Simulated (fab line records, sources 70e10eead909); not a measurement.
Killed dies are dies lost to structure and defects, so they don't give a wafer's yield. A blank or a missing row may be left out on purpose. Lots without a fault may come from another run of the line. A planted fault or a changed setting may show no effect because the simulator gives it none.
Chamber matching | flow nand_harc | NHARC_A_DECK1_JOINT_CMP_13 on cmp-04: 4 sister chambers
The step polishes, target thk 51.023 nm. 14 wafers are shown with their chamber, then 7 later ones without.

WAFERS WITH THEIR CHAMBER
wafer  | chamber | motor_current_A (A) | time_to_endpoint_s (s)
L847.2 | 0       | 11.9                | 7
L847.3 | 3       | 12.0                | 5
L847.4 | 1       | 13.8                | 6
L852.3 | 1       | 13.2                | 7
L852.4 | 0       | 11.5                | 7
L852.5 | 3       | 11.7                | 7
L853.1 | 3       | 11.8                | 8
L853.2 | 2       | 13.8                | 14
L853.6 | 1       | 13.1                | 5
L863.3 | 1       | 12.3                | 8
L863.4 | 3       | 12.1                | 7
L863.5 | 1       | 12.8                | 6
L865.1 | 2       | 13.9                | 11
L865.3 | 3       | 12.2                | 8

SIGNATURES (means of the wafers above)
reading            | chamber 0 | chamber 1 | chamber 2 | chamber 3 | scatter within a chamber
motor_current_A    | 11.700    | 13.040    | 13.850    | 11.960    | 0.383
time_to_endpoint_s | 7.00      | 6.40      | 12.50     | 7.00      | 1.25
Rule: a wafer's distance from a chamber is the root of the sum, over the readings, of the square of ((its reading less the chamber's mean) divided by the reading's scatter). The wafer belongs to the nearest chamber; if the next one is less than 2 further off, it can't be placed. The scatter: the root of (the sum of the squares of (reading less its chamber's mean) over the shown wafers, divided by (wafers less chambers)).

WAFERS WITHOUT THEIR CHAMBER
wafer  | motor_current_A (A) | time_to_endpoint_s (s)
L865.4 | 11.0                | 8
L867.1 | 12.7                | 7
L867.3 | 10.9                | 10
L867.5 | 12.0                | 11
L868.2 | 13.5                | 12
L868.3 | 12.4                | 8
L868.4 | 12.1                | 7

WHICH CHAMBER EACH WENT THROUGH
wafer  | from the rows above               | in truth
L865.4 | can't be placed: 0 or 3           | 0
L867.1 | can't be placed: 1 or 3 or 0      | 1
L867.3 | can't be placed: 0 or 3           | 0
L867.5 | can't be placed: 3 or 0 or 1 or 2 | 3
L868.2 | 2                                 | 2
L868.3 | can't be placed: 3 or 0 or 1      | 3
L868.4 | can't be placed: 3 or 0           | 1
Placed correctly: 1 of 7. Can't be placed from these rows: 6 (the true chamber is among the candidates in 5). Placed wrongly: 0.
